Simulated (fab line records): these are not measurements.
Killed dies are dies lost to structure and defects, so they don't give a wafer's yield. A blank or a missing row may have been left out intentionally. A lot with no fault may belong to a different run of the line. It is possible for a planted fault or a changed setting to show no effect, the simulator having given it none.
Chamber matching :: flow nand_harc :: NHARC_P_CONTACT_DESCUM_17 on rie_diel-01 has 4 sister chambers
The step chemistry O2, time 3 s. 4 wafers are shown with their chamber, then 9 later ones without.

WAFERS WITH THEIR CHAMBER
wafer: L086.6
chamber: 3
drypump_motor_current_A (A): 5.1

wafer: L088.2
chamber: 0
drypump_motor_current_A (A): 5.8

wafer: L088.5
chamber: 1
drypump_motor_current_A (A): 5.6

wafer: L088.6
chamber: 2
drypump_motor_current_A (A): 5.7

WAFERS WHOSE CHAMBER IS MISSING
wafer: L090.1
drypump_motor_current_A (A): 5.7

wafer: L090.2
drypump_motor_current_A (A): 5.6

wafer: L090.4
drypump_motor_current_A (A): 5.8

wafer: L091.2
drypump_motor_current_A (A): 5.8

wafer: L091.3
drypump_motor_current_A (A): 5.1

wafer: L091.4
drypump_motor_current_A (A): 5.7

wafer: L096.1
drypump_motor_current_A (A): 5.8

wafer: L096.3
drypump_motor_current_A (A): 5.1

wafer: L096.5
drypump_motor_current_A (A): 5.2

WHICH CHAMBER EACH ONE RAN IN
wafer: L090.1
from the rows above: 2
in truth: 2

wafer: L090.2
from the rows above: 1
in truth: 1

wafer: L090.4
from the rows above: 0
in truth: 0

wafer: L091.2
from the rows above: 0
in truth: 0

wafer: L091.3
from the rows above: 3
in truth: 3

wafer: L091.4
from the rows above: 2
in truth: 2

wafer: L096.1
from the rows above: 0
in truth: 0

wafer: L096.3
from the rows above: 3
in truth: 3

wafer: L096.5
from the rows above: 3
in truth: 3
9 of 9 placed correctly. Can't be placed from these rows: 0. Placed wrongly: 0.
How it was worked out, from the rows above alone: a wafer's distance from a chamber is the root of the sum, over the readings, of the square of ((its reading less the chamber's mean) divided by the reading's scatter). The wafer belongs to the nearest chamber; if the next one is less than 2 further off, it can't be placed. A chamber's mean is the mean of its shown wafers. The scatter: with one shown wafer a chamber, the root of the mean of the squares of how far each hidden wafer lies from its nearest shown one.
